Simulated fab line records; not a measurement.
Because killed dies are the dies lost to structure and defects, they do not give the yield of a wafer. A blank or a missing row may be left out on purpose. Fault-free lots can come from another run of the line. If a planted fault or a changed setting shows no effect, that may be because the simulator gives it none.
Chamber matching || flow n5 finfet || rie diel-01 running N5_BEOL_M8_STRIP_67: 4 sister chambers
The step strips in CF4. 39 wafers are shown with their chamber, then 12 later ones without.

== WAFERS, EACH WITH ITS CHAMBER ==
{"wafer": "L079.1", "chamber": 2, "showerhead plenum p Torr (Torr)": 1.89, "throttle valve pct (%)": 13.41, "oes product au (a.u.)": 0.84}
{"wafer": "L079.2", "chamber": 1, "showerhead plenum p Torr (Torr)": 1.78, "throttle valve pct (%)": 13.39, "oes product au (a.u.)": 0.95}
{"wafer": "L079.3", "chamber": 0, "showerhead plenum p Torr (Torr)": 1.77, "throttle valve pct (%)": 13.70, "oes product au (a.u.)": 0.72}
{"wafer": "L079.4", "chamber": 3, "showerhead plenum p Torr (Torr)": 1.89, "throttle valve pct (%)": 13.33, "oes product au (a.u.)": 0.83}
{"wafer": "L079.5", "chamber": 0, "showerhead plenum p Torr (Torr)": 1.77, "throttle valve pct (%)": 13.70, "oes product au (a.u.)": 0.72}
{"wafer": "L079.6", "chamber": 3, "showerhead plenum p Torr (Torr)": 1.89, "throttle valve pct (%)": 13.35, "oes product au (a.u.)": 0.82}
{"wafer": "L077.1", "chamber": 0, "showerhead plenum p Torr (Torr)": 1.77, "throttle valve pct (%)": 13.72, "oes product au (a.u.)": 0.72}
{"wafer": "L077.3", "chamber": 2, "showerhead plenum p Torr (Torr)": 1.89, "throttle valve pct (%)": 13.41, "oes product au (a.u.)": 0.84}
{"wafer": "L077.5", "chamber": 0, "showerhead plenum p Torr (Torr)": 1.77, "throttle valve pct (%)": 13.71, "oes product au (a.u.)": 0.71}
{"wafer": "L081.3", "chamber": 2, "showerhead plenum p Torr (Torr)": 1.89, "throttle valve pct (%)": 13.40, "oes product au (a.u.)": 0.84}
{"wafer": "L081.4", "chamber": 1, "showerhead plenum p Torr (Torr)": 1.77, "throttle valve pct (%)": 13.39, "oes product au (a.u.)": 0.92}
{"wafer": "L081.5", "chamber": 0, "showerhead plenum p Torr (Torr)": 1.77, "throttle valve pct (%)": 13.74, "oes product au (a.u.)": 0.72}
{"wafer": "L080.1", "chamber": 3, "showerhead plenum p Torr (Torr)": 1.88, "throttle valve pct (%)": 13.33, "oes product au (a.u.)": 0.81}
{"wafer": "L080.2", "chamber": 2, "showerhead plenum p Torr (Torr)": 1.88, "throttle valve pct (%)": 13.42, "oes product au (a.u.)": 0.83}
{"wafer": "L080.3", "chamber": 0, "showerhead plenum p Torr (Torr)": 1.77, "throttle valve pct (%)": 13.72, "oes product au (a.u.)": 0.71}
{"wafer": "L080.4", "chamber": 1, "showerhead plenum p Torr (Torr)": 1.77, "throttle valve pct (%)": 13.43, "oes product au (a.u.)": 0.91}
{"wafer": "L080.5", "chamber": 1, "showerhead plenum p Torr (Torr)": 1.77, "throttle valve pct (%)": 13.41, "oes product au (a.u.)": 0.91}
{"wafer": "L080.6", "chamber": 2, "showerhead plenum p Torr (Torr)": 1.89, "throttle valve pct (%)": 13.42, "oes product au (a.u.)": 0.83}
{"wafer": "L082.2", "chamber": 3, "showerhead plenum p Torr (Torr)": 1.89, "throttle valve pct (%)": 13.34, "oes product au (a.u.)": 0.81}
{"wafer": "L082.3", "chamber": 0, "showerhead plenum p Torr (Torr)": 1.77, "throttle valve pct (%)": 13.73, "oes product au (a.u.)": 0.71}
{"wafer": "L082.5", "chamber": 3, "showerhead plenum p Torr (Torr)": 1.89, "throttle valve pct (%)": 13.35, "oes product au (a.u.)": 0.81}
{"wafer": "L084.1", "chamber": 1, "showerhead plenum p Torr (Torr)": 1.77, "throttle valve pct (%)": 13.41, "oes product au (a.u.)": 0.91}
{"wafer": "L084.3", "chamber": 0, "showerhead plenum p Torr (Torr)": 1.77, "throttle valve pct (%)": 13.72, "oes product au (a.u.)": 0.71}
{"wafer": "L084.6", "chamber": 2, "showerhead plenum p Torr (Torr)": 1.89, "throttle valve pct (%)": 13.40, "oes product au (a.u.)": 0.83}
{"wafer": "L087.1", "chamber": 2, "showerhead plenum p Torr (Torr)": 1.88, "throttle valve pct (%)": 13.45, "oes product au (a.u.)": 0.82}
{"wafer": "L087.2", "chamber": 1, "showerhead plenum p Torr (Torr)": 1.77, "throttle valve pct (%)": 13.44, "oes product au (a.u.)": 0.89}
{"wafer": "L087.3", "chamber": 3, "showerhead plenum p Torr (Torr)": 1.88, "throttle valve pct (%)": 13.36, "oes product au (a.u.)": 0.80}
{"wafer": "L087.4", "chamber": 0, "showerhead plenum p Torr (Torr)": 1.77, "throttle valve pct (%)": 13.74, "oes product au (a.u.)": 0.70}
{"wafer": "L087.5", "chamber": 2, "showerhead plenum p Torr (Torr)": 1.88, "throttle valve pct (%)": 13.45, "oes product au (a.u.)": 0.82}
{"wafer": "L087.6", "chamber": 3, "showerhead plenum p Torr (Torr)": 1.88, "throttle valve pct (%)": 13.38, "oes product au (a.u.)": 0.80}
{"wafer": "L090.2", "chamber": 2, "showerhead plenum p Torr (Torr)": 1.88, "throttle valve pct (%)": 13.44, "oes product au (a.u.)": 0.82}
{"wafer": "L090.3", "chamber": 0, "showerhead plenum p Torr (Torr)": 1.77, "throttle valve pct (%)": 13.75, "oes product au (a.u.)": 0.70}
{"wafer": "L090.4", "chamber": 3, "showerhead plenum p Torr (Torr)": 1.88, "throttle valve pct (%)": 13.39, "oes product au (a.u.)": 0.80}
{"wafer": "L092.2", "chamber": 2, "showerhead plenum p Torr (Torr)": 1.88, "throttle valve pct (%)": 13.45, "oes product au (a.u.)": 0.82}
{"wafer": "L092.5", "chamber": 0, "showerhead plenum p Torr (Torr)": 1.77, "throttle valve pct (%)": 13.75, "oes product au (a.u.)": 0.71}
{"wafer": "L092.6", "chamber": 3, "showerhead plenum p Torr (Torr)": 1.88, "throttle valve pct (%)": 13.39, "oes product au (a.u.)": 0.80}
{"wafer": "L091.3", "chamber": 2, "showerhead plenum p Torr (Torr)": 1.88, "throttle valve pct (%)": 13.45, "oes product au (a.u.)": 0.80}
{"wafer": "L091.5", "chamber": 1, "showerhead plenum p Torr (Torr)": 1.77, "throttle valve pct (%)": 13.44, "oes product au (a.u.)": 0.88}
{"wafer": "L091.6", "chamber": 2, "showerhead plenum p Torr (Torr)": 1.88, "throttle valve pct (%)": 13.45, "oes product au (a.u.)": 0.81}

SIGNATURES (averages over the wafers above)
{"reading": "showerhead plenum p Torr", "chamber 0": 1.7700, "chamber 1": 1.7714, "chamber 2": 1.8842, "chamber 3": 1.8844, "scatter within a chamber": 0.00414}
{"reading": "throttle valve pct", "chamber 0": 13.7255, "chamber 1": 13.4157, "chamber 2": 13.4292, "chamber 3": 13.3578, "scatter within a chamber": 0.021}
{"reading": "oes product au", "chamber 0": 0.7118, "chamber 1": 0.9100, "chamber 2": 0.8250, "chamber 3": 0.8089, "scatter within a chamber": 0.0133}
Rule: distance of a wafer from a chamber = root of the sum over the readings of ((wafer's reading minus chamber's mean) / reading's scatter) squared. The wafer belongs to the nearest chamber; if the next one is less than 2 further off, it can't be placed. The scatter: the root of (the sum of the squares of (reading less its chamber's mean) over the shown wafers, divided by (wafers less chambers)).

== WAFERS MISSING THEIR CHAMBER ==
{"wafer": "L093.1", "showerhead plenum p Torr (Torr)": 1.76, "throttle valve pct (%)": 13.78, "oes product au (a.u.)": 0.70}
{"wafer": "L093.2", "showerhead plenum p Torr (Torr)": 1.88, "throttle valve pct (%)": 13.46, "oes product au (a.u.)": 0.81}
{"wafer": "L093.3", "showerhead plenum p Torr (Torr)": 1.88, "throttle valve pct (%)": 13.41, "oes product au (a.u.)": 0.79}
{"wafer": "L093.4", "showerhead plenum p Torr (Torr)": 1.77, "throttle valve pct (%)": 13.46, "oes product au (a.u.)": 0.87}
{"wafer": "L093.5", "showerhead plenum p Torr (Torr)": 1.88, "throttle valve pct (%)": 13.40, "oes product au (a.u.)": 0.80}
{"wafer": "L093.6", "showerhead plenum p Torr (Torr)": 1.88, "throttle valve pct (%)": 13.47, "oes product au (a.u.)": 0.82}
{"wafer": "L095.2", "showerhead plenum p Torr (Torr)": 1.88, "throttle valve pct (%)": 13.47, "oes product au (a.u.)": 0.81}
{"wafer": "L095.3", "showerhead plenum p Torr (Torr)": 1.77, "throttle valve pct (%)": 13.46, "oes product au (a.u.)": 0.87}
{"wafer": "L095.5", "showerhead plenum p Torr (Torr)": 1.77, "throttle valve pct (%)": 13.46, "oes product au (a.u.)": 0.86}
{"wafer": "L096.1", "showerhead plenum p Torr (Torr)": 1.77, "throttle valve pct (%)": 13.49, "oes product au (a.u.)": 0.86}
{"wafer": "L096.3", "showerhead plenum p Torr (Torr)": 1.88, "throttle valve pct (%)": 13.49, "oes product au (a.u.)": 0.81}
{"wafer": "L096.5", "showerhead plenum p Torr (Torr)": 1.76, "throttle valve pct (%)": 13.81, "oes product au (a.u.)": 0.69}

== CHAMBER TAKEN BY EACH ==
{"wafer": "L093.1", "from the rows above": 0, "in truth": 0}
{"wafer": "L093.2", "from the rows above": 2, "in truth": 2}
{"wafer": "L093.3", "from the rows above": "can't be placed: 2 or 3", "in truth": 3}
{"wafer": "L093.4", "from the rows above": 1, "in truth": 1}
{"wafer": "L093.5", "from the rows above": "can't be placed: 3 or 2", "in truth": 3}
{"wafer": "L093.6", "from the rows above": 2, "in truth": 2}
{"wafer": "L095.2", "from the rows above": 2, "in truth": 2}
{"wafer": "L095.3", "from the rows above": 1, "in truth": 1}
{"wafer": "L095.5", "from the rows above": 1, "in truth": 1}
{"wafer": "L096.1", "from the rows above": 1, "in truth": 1}
{"wafer": "L096.3", "from the rows above": 2, "in truth": 2}
{"wafer": "L096.5", "from the rows above": 0, "in truth": 0}
Correctly placed: 10 of 12. From these rows, 2 cannot be placed; in 2 the true chamber is one of the candidates. Placed wrongly: 0.
